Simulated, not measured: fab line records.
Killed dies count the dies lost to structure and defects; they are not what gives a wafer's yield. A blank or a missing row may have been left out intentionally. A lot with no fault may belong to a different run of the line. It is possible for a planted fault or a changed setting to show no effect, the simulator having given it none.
What tool caused it?    flow nand_harc    Sampling: 13 lots, 35 wafers, 6 of 1302 route steps

WHAT EACH GAUGE READ, for each wafer
NHARC_END_SORT_01.
lot   measured      on         defect_limited_yield (%)  killed_at_array  killed_at_other  killed_at_periphery  killed_dies  killed_open  killed_short
L294  day 24 03:50  prober-02  84.8 84.8 87.6            99 101 81        0 0 0            4 2 3                103 103 84   6 3 3        2 5 3
L295  day 24 19:50  prober-01  86.6 87.9 89.2            85 79 71         1 0 1            5 3 1                91 82 73     3 2 2        4 2 2
L296  day 24 20:43  prober-02  92.8 91.6 91.7            42 49 44         0 1 2            7 7 10               49 57 56     1 2 1        1 4 2
L299  day 26 10:00  prober-02  91.1 90.1 91.4            57 62 57         2 0 0            1 5 1                60 67 58     3 5 4        0 4 5
L300  day 26 09:59  prober-01  93.4 92.5 92.2            38 48 48         4 3 1            3 0 4                45 51 53     5 3 3        1 2 4
L302  day 28 08:25  prober-01  88.6 87.3 87.3            69 85 83         6 0 1            2 1 2                77 86 86     6 5 3        2 1 3
L303  day 28 00:35  prober-01  92.0 90.8 92.3            51 56 48         0 2 0            3 4 4                54 62 52     0 4 2        3 3 4
L304  day 28 00:35  prober-02  92.5 90.4 90.3            46 62 62         1 1 2            4 2 2                51 65 66     1 3 5        2 5 2
L305  day 28 17:08  prober-02  64.3                      46               0                196                  242          3            0
L306  day 29 02:14  prober-01  64.5                      49               0                191                  240          1            2
L307  day 30 03:49  prober-02  58.1 93.6 93.2            46 36 39         0 0 0            238 7 7              284 43 46    3 2 1        1 5 2
L315  day 33 10:50  prober-01  97.0 95.1 95.4            15 22 19         1 2 3            4 9 9                20 33 31     2 4 5        2 3 2
L316  day 33 05:31  prober-02  89.8 92.8 88.9            66 47 68         1 1 1            2 1 6                69 49 75     2 3 5        5 2 4

EACH LOT AND THE TOOL THAT RAN IT (in order: tool; ch and the chambers of the sampled wafers; start)
lot   NHARC_P_BONDPAD_ECD_18          NHARC_A_BONDPAD_CMP_29         NHARC_A_BONDPAD_STRIP_15            NHARC_A_BONDPAD_PVD_27                   NHARC_THIN_TSV_GRIND_00
L294  ecd_cu-01 ch 0,1, day 6 13:26   cmp-02 ch 1,3, day 22 17:57    rie_diel-10 ch 1,3, day 22 19:15    pvd_sputter-01, day 23 10:28 or earlier  grinder-01 ch 0, day 23 10:28
L295  ecd_cu-01 ch 0,1, day 7 06:41   cmp-02 ch 0,1, day 23 10:57    rie_diel-10 ch 0,3, day 23 12:15    pvd_sputter-01, day 24 00:48 or earlier  grinder-01 ch 0, day 24 00:48
L296  ecd_cu-01 ch 0,1, day 7 10:50   cmp-02 ch 0,1, day 23 13:51    rie_diel-09 ch 1,2,3, day 23 15:19  pvd_sputter-03, day 24 02:11 or earlier  grinder-01 ch 0, day 24 02:11
L299  ecd_cu-02 ch 0,1, day 8 14:55   cmp-03 ch 2,3, day 25 03:56    rie_diel-09 ch 0,2, day 25 05:13    pvd_sputter-01, day 25 17:40 or earlier  grinder-01 ch 0, day 25 17:40
L300  ecd_cu-02 ch 0,1, day 9 02:17   cmp-03 ch 0,1, day 24 23:54    rie_diel-09 ch 1,2,3, day 25 01:20  pvd_sputter-01, day 25 16:28 or earlier  grinder-01 ch 0, day 25 16:28
L302  ecd_cu-01 ch 0,1, day 10 01:54  cmp-02 ch 0,1,2, day 26 17:37  rie_diel-10 ch 1,3, day 26 18:59    pvd_sputter-02, day 27 08:11 or earlier  grinder-01 ch 0, day 27 08:11
L303  ecd_cu-02 ch 0,1, day 10 15:04  cmp-03 ch 0,3, day 26 19:00    rie_diel-09 ch 1,2, day 26 20:26    pvd_sputter-01, day 27 07:01 or earlier  grinder-01 ch 0, day 27 07:01
L304  ecd_cu-01 ch 0,1, day 10 17:18  cmp-02 ch 0,1, day 26 20:17    rie_diel-10 ch 1,2,3, day 26 21:43  pvd_sputter-01, day 27 09:22 or earlier  grinder-01 ch 0, day 27 09:22
L305  ecd_cu-01 ch 1, day 11 05:32    cmp-03 ch 1, day 27 09:56      rie_diel-10 ch 0, day 27 11:10      pvd_sputter-02, day 28 00:54 or earlier  grinder-01 ch 0, day 28 00:54
L306  ecd_cu-01 ch 1, day 11 11:58    cmp-04 ch 0, day 27 07:55      rie_diel-09 ch 2, day 27 09:11      pvd_sputter-03, day 28 01:10 or earlier  grinder-01 ch 0, day 28 01:10
L307  ecd_cu-01 ch 0,1, day 11 23:12  cmp-02 ch 2,3, day 28 14:31    rie_diel-09 ch 0,1, day 28 15:55    pvd_sputter-03, day 29 06:35 or earlier  grinder-01 ch 0, day 29 06:35
L315  ecd_cu-01 ch 0,1, day 15 13:09  cmp-04 ch 0,1,2, day 31 17:58  rie_diel-10 ch 0,1,2, day 31 19:13  pvd_sputter-03, day 32 11:15 or earlier  grinder-01 ch 0, day 32 11:15
L316  ecd_cu-01 ch 0,1, day 15 18:20  cmp-04 ch 1,2,3, day 31 12:32  rie_diel-04 ch 1,2, day 31 13:56    pvd_sputter-03, day 32 10:15 or earlier  grinder-01 ch 0, day 32 10:15
- NHARC_P_BONDPAD_ECD_18: material Cu, target thk 400 nm.
- NHARC_A_BONDPAD_CMP_29: polishes SiCN, target thk 200 nm.
- NHARC_A_BONDPAD_STRIP_15: strips in O2.
- NHARC_A_BONDPAD_PVD_27: deposits Cu, target thk 30 nm, time 20.49 s.
- NHARC_THIN_TSV_GRIND_00

AS READ BY THE TOOLS THEMSELVES (means over the sampled wafers that have a number; for cases with no such wafer, the mark the record gives instead)
NHARC_A_BONDPAD_CMP_29.
lot   tool    motor_current_A (A)
L294  cmp-02  12.2
L295  cmp-02  12.1
L296  cmp-02  12.5
L299  cmp-03  12.5
L300  cmp-03  12.9
L302  cmp-02  12.0
L303  cmp-03  12.0
L304  cmp-02  12.0
L305  cmp-03  12.7
L306  cmp-04  11.3
L307  cmp-02  12.2
L315  cmp-04  11.6
L316  cmp-04  11.6

NHARC_A_BONDPAD_STRIP_15.
lot   tool         drypump_motor_current_A (A)  oes_product_au (a.u.)  rf_vpp_V (V)  showerhead_plenum_p_Torr (Torr)  throttle_valve_pct (%)
L294  rie_diel-10  5.3                          1.002                  58.6          3.78                             17.035
L295  rie_diel-10  6.2                          1.009                  57.8          3.55                             17.027
L296  rie_diel-09  5.7                          1.004                  58.8          3.52                             17.038
L299  rie_diel-09  5.5                          0.998                  58.2          3.52                             17.042
L300  rie_diel-09  5.7                          0.997                  57.6          3.51                             17.039
L302  rie_diel-10  5.1                          0.992                  57.5          3.78                             17.037
L303  rie_diel-09  6.1                          0.998                  57.9          3.45                             17.040
L304  rie_diel-10  5.5                          0.995                  58.4          3.74                             17.046
L305  rie_diel-10  6.5                          1.003                  57.8          3.44                             17.039
L306  rie_diel-09  5.1                          0.996                  55.8          3.46                             17.044
L307  rie_diel-09  6.5                          0.997                  57.5          3.50                             17.040
L315  rie_diel-10  5.8                          1.005                  57.5          3.63                             17.029
L316  rie_diel-04  5.5                          1.002                  57.8          3.57                             17.041

NHARC_A_BONDPAD_PVD_27.
lot   tool            throttle_valve_pct (%)
L294  pvd_sputter-01  29.4
L295  pvd_sputter-01  28.6
L296  pvd_sputter-03  29.9
L299  pvd_sputter-01  28.7
L300  pvd_sputter-01  28.6
L302  pvd_sputter-02  30.6
L303  pvd_sputter-01  30.2
L304  pvd_sputter-01  30.2
L305  pvd_sputter-02  30.4
L306  pvd_sputter-03  27.6
L307  pvd_sputter-03  29.0
L315  pvd_sputter-03  30.4
L316  pvd_sputter-03  30.9

NHARC_THIN_TSV_GRIND_00.
lot   tool        motor_current_A (A)
L294  grinder-01  11.999
L295  grinder-01  12.008
L296  grinder-01  11.976
L299  grinder-01  11.990
L300  grinder-01  11.999
L302  grinder-01  11.991
L303  grinder-01  12.000
L304  grinder-01  12.010
L305  grinder-01  12.009
L306  grinder-01  11.988
L307  grinder-01  12.013
L315  grinder-01  12.003
L316  grinder-01  12.005

THE ANSWER, worked out from the rows above alone
Rule: the lots themselves supply what counts as usual. The widest of any qualifying gaps counts: lots, ordered by their means at a reading, are off when they make up no more than a third of the lots, leave a main group of 4 or more, and stand apart from it by 3 or more times the standard deviation of that group's means. The tables above print the reading to a certain number of digits; a main group whose means all agree to those digits is not used. A lot without any number at a reading at which 4 lots or more have one is off too. The other lots that the step has rows for count as sound. The gauges are gone through in route order, then the tools' own readings, and for those a lot's mean is taken as printed above. The first step at which some lot is off is used, and at that step the reading that is off furthest; a lot without a number counts as furthest.
Off at NHARC_END_SORT_01 (killed_at_periphery): L305, L306, L307. Mean 3.7 and standard deviation 2.1 in the main group.
If a tool, at a process step before that reading, ran all the lots that are off and no sound lot after the first of them, it fits. Those tools and the gauges at NHARC_END_SORT_01 are tried in the same way. With no start given for some of its lots, NHARC_A_BONDPAD_PVD_27 uses the hours and lot order of NHARC_THIN_TSV_GRIND_00. None of those tried fits.

WHAT THE SIMULATOR HAD INSERTED
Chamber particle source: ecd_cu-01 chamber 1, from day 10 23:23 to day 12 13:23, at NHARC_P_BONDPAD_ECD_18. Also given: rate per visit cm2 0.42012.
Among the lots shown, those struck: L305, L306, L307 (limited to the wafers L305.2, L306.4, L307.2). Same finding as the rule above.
